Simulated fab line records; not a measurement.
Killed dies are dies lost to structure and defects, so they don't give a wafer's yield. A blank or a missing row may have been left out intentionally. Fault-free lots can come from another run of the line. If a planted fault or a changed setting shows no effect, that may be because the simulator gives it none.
Matching of chambers	flow n5Finfet	4 sister chambers for N5_SDB_ALD_29 on aldSin-02
The step deposits SiNx, target thk 30 nm, pulse time 1 s, ald cycles 600. 8 wafers are shown with their chamber, then 10 later ones without.

== WAFERS PAIRED WITH THEIR CHAMBERS ==
wafer	chamber	heaterPowerW (W)	precursorPulseHeightRel
L087.3	1	813	1.004
L088.5	3	793	0.996
L088.6	2	977	0.983
L092.2	0	894	0.994
L092.3	2	982	0.985
L092.4	1	814	0.983
L093.1	0	913	0.992
L093.2	3	821	1.014

== WAFERS WITHOUT THEIR CHAMBER ==
wafer	heaterPowerW (W)	precursorPulseHeightRel
L093.3	801	1.015
L093.4	962	0.994
L093.5	814	0.986
L093.6	882	1.003
L096.2	815	1.011
L096.3	816	0.977
L096.6	814	0.991
L097.1	801	0.998
L097.3	911	0.989
L097.4	795	0.983

== CHAMBER TAKEN BY EACH ==
wafer	from the rows above	in truth
L093.3	can't be placed: 3 or 1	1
L093.4	2	2
L093.5	can't be placed: 1 or 3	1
L093.6	0	0
L096.2	can't be placed: 3 or 1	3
L096.3	can't be placed: 1 or 3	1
L096.6	can't be placed: 1 or 3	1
L097.1	can't be placed: 3 or 1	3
L097.3	0	0
L097.4	can't be placed: 1 or 3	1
Correctly placed: 3 of 10. These rows do not allow placing 7 (true chamber among the candidates in 7). Number placed wrongly: 0.
How it was worked out, from the rows above alone: a wafer's distance from a chamber is the root of the sum, over the readings, of the square of ((its reading less the chamber's mean) divided by the reading's scatter). If the next closest chamber is less than 2 further off than the closest, the wafer can't be placed; otherwise it belongs to the closest. The mean given for a chamber averages the wafers shown for that chamber. The scatter: the root of (the sum of the squares of (reading less its chamber's mean) over the shown wafers, divided by (wafers less chambers)).
